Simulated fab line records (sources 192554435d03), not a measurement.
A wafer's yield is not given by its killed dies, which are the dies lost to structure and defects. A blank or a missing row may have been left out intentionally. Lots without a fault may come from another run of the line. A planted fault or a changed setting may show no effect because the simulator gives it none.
fab line records ; flow n5Finfet
record: lots: 11; wafers: 28; lastDay: 18
route steps=1938 shown BEOL_M12@1635 BEOL_M13@1659
lots that met no fault: from a run of the same line without faults
startH: the number of hours between the record's first day and the start of the first shown wafer of the lot ; waitH: hours since the lot's step before ; " unchanged from the row above ; L1.1+2: one row covering several wafers at once ; - value missing, or start not given ; * or withheld: withheld ; < > ~ a bound
route shown NAME@n: a module of which the file shows steps, and the number in the route of the first ; usual: mean/standard deviation taken from wafers without a fault ; same: alike in all rows ; chamber/n: place in a boat ; sites: per-site readings ; _std_site: the values' standard deviation ; _edge_site: mean of outer sites minus mean of inner sites ; radiusMm: how far each site lies from the wafer's centre ; mask NAME#n: copy n ; behind: the tool/chamber that last shaped the wafer ; hold: what put the lot on hold/how long, in hours/how the hold closed ; device: the transistor (n, p or np) that didn't switch ; end of line: tests run on the same wafers once the route is complete ; step lacking rows: just its recipe ; killed: at the first sort, the dies lost to defects and structure; wafer yield is something else ; map: per-die view of a wafer (x killed, . not killed, _ where there is no die)
set.NAME: the run value of the setting; set.NAME@STEP: its run value at that earlier step ; model.NAME: the simulator's own value behind a step, which no gauge read
a sample of lots followed through the steps of the route, with each step as a table and each wafer as a row
services: from which hour (startH, from the record's first day; less than 0 if before it) a tool's chamber was out of use, for how many hours, and why
== steps ==
step: N5_BEOL_M12_DESCUM_33
recipe: chemistry: O2; timeS: 7.9; sourcePowerW: 50; biasPowerW: 20; pressureMtorr: 20; rfFrequencyHz: 2.712e+07; tempC: 40; o2FlowSccm: 225
usual: drypumpMotorCurrentA: 5.6/0.55; oesProductAu: 0.82/0.077; rfVppV: 243.2/1.4; showerheadPlenumPTorr: 2.11/0.073; throttleValvePct: 20.37/0.14
lot.wafer;tool;chamber;startH;waitH;drypumpMotorCurrentA;oesProductAu;rfHoursCounterH;rfVppV;showerheadPlenumPTorr;throttleValvePct
L940.1;rieDiel-05;0;269.42;0.1;5.5;0.78;139;242.2;2.01;20.31
L940.2;rieDiel-05;3;269.42;0.1;5.7;0.87;42;241.9;2.05;20.63
L940.6;rieDiel-05;0;269.42;0.1;5.5;0.77;-;242.1;2.01;20.31
L941.1;rieDiel-06;0;274.78;0.1;4.8;0.84;85;242.7;2.03;20.30
L941.2;rieDiel-06;2;274.78;0.1;6.4;0.87;67;244.1;2.24;20.44
L941.5;rieDiel-06;1;274.78;0.1;5.6;0.91;-;243.7;2.16;20.47
L943.5;rieDiel-05;3;278.61;0.0;5.7;0.86;-;243.1;2.05;20.65
L943.6;rieDiel-05;2;278.61;0.0;6.5;0.84;-;245.2;2.20;20.29
L942.3;rieDiel-02;3;282.96;0.1;6.5;0.67;245;243.6;2.06;20.62
L942.5;rieDiel-02;2;282.96;0.1;4.7;0.75;-;245.7;2.18;20.17
L949.2;rieDiel-05;3;316.72;0.1;5.7;0.83;60;243.8;2.04;20.68
L949.3;rieDiel-05;0;316.72;0.1;5.4;0.76;154;240.8;2.01;20.32
L949.6;rieDiel-05;2;316.72;0.1;6.5;0.81;-;246.0;2.20;20.32
L952.4;rieDiel-02;2;338.67;0.1;4.7;0.73;182;243.8;2.17;20.21
L952.6;rieDiel-02;3;338.67;0.1;6.5;0.98;-;241.2;2.05;20.24
L955.2;rieDiel-02;3;348.87;0.0;6.4;0.98;9;242.7;2.05;20.24
L955.6;rieDiel-02;3;348.87;0.0;6.5;0.97;-;243.7;2.05;20.26
L954.1;rieDiel-06;3;351.99;0.0;5.6;0.86;60;242.3;2.07;20.23
L954.4;rieDiel-06;1;351.99;0.0;5.5;0.86;49;243.7;2.15;20.52
L957.1;rieDiel-06;0;374.93;0.0;4.8;0.78;121;242.1;2.02;20.37
L957.3;rieDiel-06;2;374.93;0.0;6.4;0.80;102;243.5;2.22;20.50
L957.5;rieDiel-06;1;374.93;0.0;5.5;0.84;-;243.4;2.14;20.54
L958.1;rieDiel-05;2;375.05;0.0;6.5;0.79;102;244.1;2.19;20.36
L958.2;rieDiel-05;0;375.05;0.0;5.5;0.74;170;242.4;2.00;20.35
L958.5;rieDiel-05;3;375.05;0.0;5.7;0.82;-;242.9;2.03;20.70
L959.1;rieDiel-06;1;384.32;0.0;5.5;0.84;62;244.2;2.14;20.53
L959.2;rieDiel-06;2;384.32;0.0;6.4;0.81;105;245.3;2.22;20.52
L959.4;rieDiel-06;3;384.32;0.0;5.7;0.85;71;242.0;2.06;20.25
step: N5_BEOL_M12_ETCH_38
recipe: chemistry: CF4/N2; target: SiCN; targetDepthA: 687; taperDeg: 2; timeS: 73.4; ionEnergyEv: 150; maskMaterial: SiO2; pressureMtorr: 40; sourceW: 430; biasW: 70; Ar_flow_sccm: 100; cf4FlowSccm: 60; n2FlowSccm: 60
usual: drypumpMotorCurrentA: 5.6/0.53; n2FlowSccm: 59.98/0.18; oesProductAu: 0.79/0.073; rfVppV: 382.3/1.8; showerheadPlenumPTorr: 2.20/0.068; throttleValvePct: 15.37/0.16
lot.wafer;tool;chamber;startH;waitH;drypumpMotorCurrentA;n2FlowSccm;oesProductAu;rfHoursCounterH;rfVppV;showerheadPlenumPTorr;throttleValvePct
L940.1;rieDiel-05;2;270.25;-;6.5;60.12;0.82;62;383.9;2.34;15.33
L940.2;rieDiel-05;0;270.25;-;5.5;59.96;0.75;139;380.5;2.13;15.35
L940.6;rieDiel-05;3;270.25;-;5.7;59.93;0.84;-;380.6;2.14;15.40
L941.1;rieDiel-05;0;276.68;-;5.5;60.15;0.76;142;378.5;2.13;15.37
L941.2;rieDiel-05;2;276.68;-;6.5;60.10;0.81;64;384.5;2.34;15.33
L941.5;rieDiel-05;2;276.68;-;6.5;60.21;0.81;-;385.9;2.34;15.35
L943.5;rieDiel-02;1;279.54;-;5.3;60.04;0.72;-;382.3;2.21;15.54
L943.6;rieDiel-02;0;279.54;-;5.5;60.13;0.77;-;384.0;2.20;15.42
L942.3;rieDiel-02;3;284.59;-;6.5;59.63;0.68;246;381.9;2.18;15.73
L942.5;rieDiel-02;3;284.59;-;6.5;59.63;0.68;-;381.1;2.18;15.74
L949.2;rieDiel-02;0;320.04;-;5.5;59.94;0.75;186;381.3;2.19;15.45
L949.3;rieDiel-02;2;320.04;-;4.7;59.98;0.73;176;384.8;2.27;15.22
L949.6;rieDiel-02;1;320.04;-;5.3;60.04;0.69;-;382.5;2.20;15.56
L952.4;rieDiel-05;2;339.36;-;6.5;60.04;0.78;89;386.5;2.33;15.39
L952.6;rieDiel-05;2;339.36;-;6.5;60.04;0.79;-;383.5;2.33;15.38
L955.2;rieDiel-05;2;349.86;-;6.5;59.86;0.78;94;384.0;2.32;15.39
L955.6;rieDiel-05;1;349.86;-;5.4;59.90;0.88;-;381.2;2.16;15.16
L954.1;rieDiel-05;3;352.85;-;5.7;59.71;0.81;72;379.9;2.13;15.49
L954.4;rieDiel-05;2;352.85;-;6.5;60.31;0.78;94;384.3;2.32;15.40
L957.1;rieDiel-05;0;378.51;-;5.4;59.82;0.73;171;380.0;2.12;15.44
L957.3;rieDiel-05;3;378.51;-;5.7;60.42;0.82;81;380.9;2.13;15.48
L957.5;rieDiel-05;0;378.51;-;5.5;59.61;0.74;-;379.8;2.12;15.43
L958.1;rieDiel-06;0;379.49;-;4.8;60.12;0.78;122;379.4;2.13;15.37
L958.2;rieDiel-06;1;379.49;-;5.6;59.85;0.83;61;384.0;2.23;15.39
L958.5;rieDiel-06;1;379.49;-;5.5;60.14;0.84;-;383.5;2.23;15.41
L959.1;rieDiel-02;0;385.70;-;5.5;60.07;0.74;209;382.8;2.18;15.49
L959.2;rieDiel-02;1;385.70;-;5.3;60.09;0.69;246;379.7;2.19;15.62
L959.4;rieDiel-02;2;385.70;-;4.7;60.13;0.72;197;383.8;2.26;15.28
step: N5_BEOL_M12_SPUTTER_44
recipe: material: Ta; targetThkA: 100; tempC: 50; biasV: 80; powerW: 15000; chamberPressurePa: 0.07; timeS: 16.13
usual: throttleValvePct: 30.0/0.9
lot.wafer;tool;chamber;startH;waitH;throttleValvePct
L940.1;pvdSputter-01;-;270.78;0.0;30.0
L940.2;pvdSputter-01;-;270.78;0.0;30.2
L940.6;pvdSputter-01;-;270.78;0.0;30.0
L941.1;pvdSputter-03;-;277.34;0.0;29.9
L941.2;pvdSputter-03;-;277.34;0.0;30.6
L941.5;pvdSputter-03;-;277.34;0.0;29.9
L943.5;pvdSputter-01;-;280.70;0.0;31.1
L943.6;pvdSputter-01;-;280.70;0.0;29.2
L942.3;pvdSputter-02;-;286.41;0.0;31.1
L942.5;pvdSputter-02;-;286.41;0.0;31.5
L949.2;pvdSputter-02;-;320.46;0.0;28.7
L949.3;pvdSputter-02;-;320.46;0.0;31.2
L949.6;pvdSputter-02;-;320.46;0.0;31.2
L952.4;pvdSputter-02;-;339.77;0.0;30.0
L952.6;pvdSputter-02;-;339.77;0.0;28.5
L955.2;pvdSputter-01;-;350.37;0.0;28.9
L955.6;pvdSputter-01;-;350.37;0.0;31.2
L954.1;pvdSputter-01;-;353.54;0.0;31.1
L954.4;pvdSputter-01;-;353.54;0.0;30.1
L957.1;pvdSputter-02;-;379.52;0.0;29.1
L957.3;pvdSputter-02;-;379.52;0.0;28.8
L957.5;pvdSputter-02;-;379.52;0.0;29.2
L958.1;pvdSputter-03;-;380.07;0.0;30.2
L958.2;pvdSputter-03;-;380.07;0.0;29.9
L958.5;pvdSputter-03;-;380.07;0.0;29.6
L959.1;pvdSputter-01;-;386.47;0.0;28.8
L959.2;pvdSputter-01;-;386.47;0.0;30.0
L959.4;pvdSputter-01;-;386.47;0.0;31.1
step: N5_BEOL_M13_ILD_DEP_00
recipe: material: SiOC; targetThkA: 8379.2; tempC: 350; precursor: DEMS/O2; pressureTorr: 5; rfW: 500; timeS: 166.4
usual: heaterPowerW: 468/75; runLengthS: 211.2/0.63; showerheadPlenumPTorr: 5.694/0.014; throttleValvePct: 12.0/0.87
lot.wafer;tool;chamber;startH;waitH;heaterPowerW;runLengthS;showerheadPlenumPTorr;sinceWetCleanH;throttleValvePct
L940.1;pecvd-04;0;271.91;0.0;476;210.8;5.692;1157;12.5
L940.2;pecvd-04;1;271.91;0.0;497;212.1;5.668;1882;13.6
L940.6;pecvd-04;2;271.91;0.0;427;211.2;5.698;-;11.3
L941.1;pecvd-04;1;278.46;0.0;509;211.9;5.710;1889;13.5
L941.2;pecvd-04;0;278.46;0.0;469;210.2;5.704;1164;12.6
L941.5;pecvd-04;2;278.46;0.0;357;216.7;5.688;-;11.2
L943.5;pecvd-04;2;281.84;0.1;423;217.1;5.687;-;11.1
L943.6;pecvd-04;1;281.84;0.1;539;212.4;5.697;-;13.7
L942.3;pecvd-04;0;287.58;0.0;443;215.6;5.696;1173;12.5
L942.5;pecvd-04;2;287.58;0.0;361;217.6;5.683;-;11.3
L949.2;pecvd-03;1;322.62;0.0;599;210.9;5.710;1570;12.3
L949.3;pecvd-03;0;322.62;0.0;537;210.6;5.703;845;11.6
L949.6;pecvd-03;0;322.62;0.0;566;210.6;5.688;-;11.8
L952.4;pecvd-02;1;340.96;0.1;398;211.6;5.700;-;12.3
L952.6;pecvd-02;2;340.96;0.1;354;211.6;5.683;-;12.1
L955.2;pecvd-04;1;351.99;0.0;556;212.1;5.696;1962;13.8
L955.6;pecvd-04;2;351.99;0.0;363;211.6;5.694;-;11.0
L954.1;pecvd-04;0;355.00;0.0;438;209.9;5.690;1240;12.3
L954.4;pecvd-04;1;355.00;0.0;519;212.2;5.705;-;13.6
L957.1;pecvd-03;2;380.79;0.0;392;211.1;5.690;149;10.9
L957.3;pecvd-03;0;380.79;0.0;532;210.7;5.702;903;11.8
L957.5;pecvd-03;2;380.79;0.0;312;210.7;5.675;-;10.9
L958.1;pecvd-03;2;381.19;0.0;341;211.2;5.683;150;11.3
L958.2;pecvd-03;0;381.19;0.0;515;210.9;5.697;904;11.7
L958.5;pecvd-03;1;381.19;0.0;559;210.7;5.720;-;12.4
L959.1;pecvd-03;2;387.63;0.1;382;210.8;5.690;156;11.1
L959.2;pecvd-03;0;387.63;0.1;490;210.5;5.706;910;11.7
L959.4;pecvd-03;2;387.63;0.1;397;211.5;5.697;-;10.9
== services ==
tool;chamber;startH;hours;kind
rieDiel-06;0;252.51;12.0;repair
pecvd-03;0;255.81;2.1;scheduledDown
rieDiel-02;3;262.99;5.7;repair
rieDiel-02;-;271.93;0.3;repair
pecvd-02;1;277.24;2.1;scheduledDown
rieDiel-05;0;291.72;5.4;repair
pecvd-02;1;292.04;5.5;scheduledDown
rieDiel-02;3;294.43;-;clean
rieDiel-02;3;294.43;-;consumableReplace:esc
rieDiel-02;3;294.43;-;consumableReplace:focusRing
rieDiel-02;3;294.43;26.6;scheduledDown
rieDiel-02;3;294.43;26.6;ventCycle
rieDiel-06;0;295.00;3.9;repair
pecvd-02;2;305.72;2.1;scheduledDown
pecvd-02;0;312.96;5.5;scheduledDown
rieDiel-06;2;319.55;5.6;repair
pecvd-02;0;330.75;2.1;scheduledDown
pecvd-04;-;331.13;1.0;repair
rieDiel-05;0;340.89;8.1;repair
rieDiel-02;1;357.55;4.5;repair
pecvd-04;1;361.54;2.1;scheduledDown
pvdSputter-03;-;366.39;1.0;repair
rieDiel-02;-;376.33;2.8;pm
pecvd-02;1;379.59;5.0;scheduledDown
== key ==
firstSign: step: N5_BEOL_M13_ILD_DEP_00; reading: runLengthS; direction: up; sigmas: 8.8; usual: *; struck: *
effect none on later readings
metAt N5_BEOL_M13_ILD_DEP_00
struckLots L941,L942,L943
struckWafers L941.5,L942.3,L942.5,L943.5
notActingAt N5_BEOL_M12_DESCUM_33,N5_BEOL_M12_ETCH_38,N5_BEOL_M12_SPUTTER_44
onsetBetween 271.91 278.46
fault: kind: processParameterDrift; tool: pecvd-04; chamber: -; onsetH: 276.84; steps: N5_BEOL_M13_ILD_DEP_00; channel: timeS; offset: *; shape: step; endH: 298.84; scope: struckWafersOnly; actsIn: *; stated: *
